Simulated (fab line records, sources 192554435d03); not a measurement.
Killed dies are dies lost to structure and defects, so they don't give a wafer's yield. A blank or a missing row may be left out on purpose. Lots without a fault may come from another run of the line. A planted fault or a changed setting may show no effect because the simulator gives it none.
Chamber matching | flow n5_finfet | N5_BEOL_M8_ALD_77 on ald_metal-01: 4 sister chambers
The step deposits TaN, target thk 2 nm, pulse time 2 s, purge time 3 s. 8 wafers are shown with their chamber, then 10 later ones without.

WAFERS WITH THEIR CHAMBER
wafer  | chamber | heater_power_w (W)
L086.5 | 0       | 461
L085.4 | 3       | 441
L085.5 | 1       | 439
L088.1 | 0       | 464
L088.3 | 2       | 401
L088.5 | 2       | 397
L091.1 | 3       | 440
L091.2 | 1       | 445

WAFERS WITHOUT THEIR CHAMBER
wafer  | heater_power_w (W)
L091.6 | 441
L092.1 | 429
L092.3 | 448
L092.4 | 451
L095.2 | 401
L095.3 | 438
L095.5 | 430
L096.2 | 396
L096.4 | 461
L096.5 | 442

WHICH CHAMBER EACH WENT THROUGH
wafer  | from the rows above          | in truth
L091.6 | can't be placed: 3 or 1      | 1
L092.1 | can't be placed: 3 or 1      | 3
L092.3 | can't be placed: 1 or 3      | 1
L092.4 | can't be placed: 1 or 3 or 0 | 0
L095.2 | 2                            | 2
L095.3 | can't be placed: 3 or 1      | 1
L095.5 | can't be placed: 3 or 1      | 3
L096.2 | 2                            | 2
L096.4 | 0                            | 0
L096.5 | can't be placed: 1 or 3      | 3
Placed correctly: 3 of 10. Can't be placed from these rows: 7 (the true chamber is among the candidates in 7). Placed wrongly: 0.
How it was worked out, from the rows above alone: a wafer's distance from a chamber is the root of the sum, over the readings, of the square of ((its reading less the chamber's mean) divided by the reading's scatter). The wafer belongs to the nearest chamber; if the next one is less than 2 further off, it can't be placed. A chamber's mean is the mean of its shown wafers. The scatter: the root of (the sum of the squares of (reading less its chamber's mean) over the shown wafers, divided by (wafers less chambers)).
